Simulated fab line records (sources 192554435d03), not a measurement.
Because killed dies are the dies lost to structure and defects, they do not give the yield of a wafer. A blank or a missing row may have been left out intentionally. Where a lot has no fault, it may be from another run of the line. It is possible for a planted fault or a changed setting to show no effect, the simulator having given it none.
A struck lot beside a sound one / flow n5-finfet / 11 steps out of a route of 1938
Sound: wafers L848.1, L848.4, L848.5. The struck wafers were L854.2, L854.3, L854.6. Last of all comes the cause.
Order at every step that has rows: each side's tool, ch and its chambers, its first start. Under that, the readings that differ: sound wafers / struck wafers / difference of the means / sigmas: that difference in standard deviations of wafers without a fault.
alike: words and numbers the same on both sides, and readings whose means are apart by under 2 such deviations; not compared: readings that were withheld, readings missing a value for some wafer, numbers with overlapping values and no deviation given by the record, and bounds like >300 which may hide the same value.
Wherever a step has rows on one side only, a row that says differs or no value, or a row with sigmas, the two part there. When numbers do not overlap yet have no deviation, they are printed without sigmas and do not part them. A reading that every wafer of one side lacks parts them only if that side has two wafers or more.

first, 7 steps without rows for these wafers: N5_ILD0_LINER_00 (material SiNx, target thk 4 nm, pulse time 1 s, purge time 2 s); N5_ILD0_FCVD_FILL_01 (material SiO2 flowable, target thk 200 nm, time 328.3 s); N5_ILD0_CURE_02 (time 1800 s); N5_ILD0_CMP_03 (polishes, stops on SiNx, t overpolish 1.9 s, target thk 197.38 nm); N5_ILD0_CMP_07 (polishes SiO2 flowable, stops on poly-Si, t overpolish 1.18 s, target thk 138.88 nm); N5_ILD0_PRECLEAN_10 (cleans in NF3:NH3, afs cycles 5, time 20 s, sublimation time 60 s); N5_ILD0_ALD_15 (deposits SiNx, target thk 24 nm, pulse time 1 s, ald cycles 480).
N5_ILD0_CMP_12: polishes SiNx, stops on poly-Si, t overpolish 6 s, target thk 17.67 nm.
  sound on cmp-02 ch 1,2,3, day 5 17:31; struck on cmp-02 ch 0,1, day 7 05:55
  no value came back on the struck wafers for any of 5 readings (edge-zone-pressure-frac, head-pressure-psi (psi) and others); on the sound wafers edge-zone-pressure-frac reads 0.999 0.995 0.993
reading=model.SiNx_of_ILD0_ALD_15.thk-nm (nm); sound=16.6 17.8 17.6; struck=23.8 24.2 24.2; difference=+6.7; sigmas=
  not compared: pad-life-wafers
N5_ILD0_THK_MEAS_13:
  sound: film-metro-02 at day 5 17:48; struck: film-metro-02 at day 7 06:13
reading=thk-nm (nm); sound=16.6 17.7 17.5; struck=23.9 24.2 24.1; difference=+6.8; sigmas=+4
N5_BEOL_M4_RC_MEAS_101:
  the record has rows for the sound wafers here (prober-01 ch 0, day 10 00:58) and none for the struck ones
-- here the record skips 9 days between the struck wafers' starts before and after, leaving off in module BEOL_M4 and picking up in module PASSIVATION (first step shown: number 1936 of the route) --
N5_PASSIVATION_PROBE_49:
  sound: prober-01 at day 14 02:07; struck: prober-01 at day 15 18:20
reading=killed-at-front-end; sound=35 63 44; struck=1123 1140 1132; difference=+1084; sigmas=+99
reading=killed-dies; sound=122 139 116; struck=1180 1180 1180; difference=+1054; sigmas=+66
reading=killed-on-rim; sound=18 25 12; struck=152 152 152; difference=+134; sigmas=+32
reading=killed-open; sound=79 96 82; struck=62 55 64; difference=-25; sigmas=-2
  alike: killed_at_M0_to_M3, killed_at_M4_up, killed-at-contacts, killed-at-other, killed-short

## WHERE THEY PART
Last at N5_PASSIVATION_PROBE_49 as far as this record goes, first at N5_ILD0_CMP_12.

WHY: whatever the simulator had introduced
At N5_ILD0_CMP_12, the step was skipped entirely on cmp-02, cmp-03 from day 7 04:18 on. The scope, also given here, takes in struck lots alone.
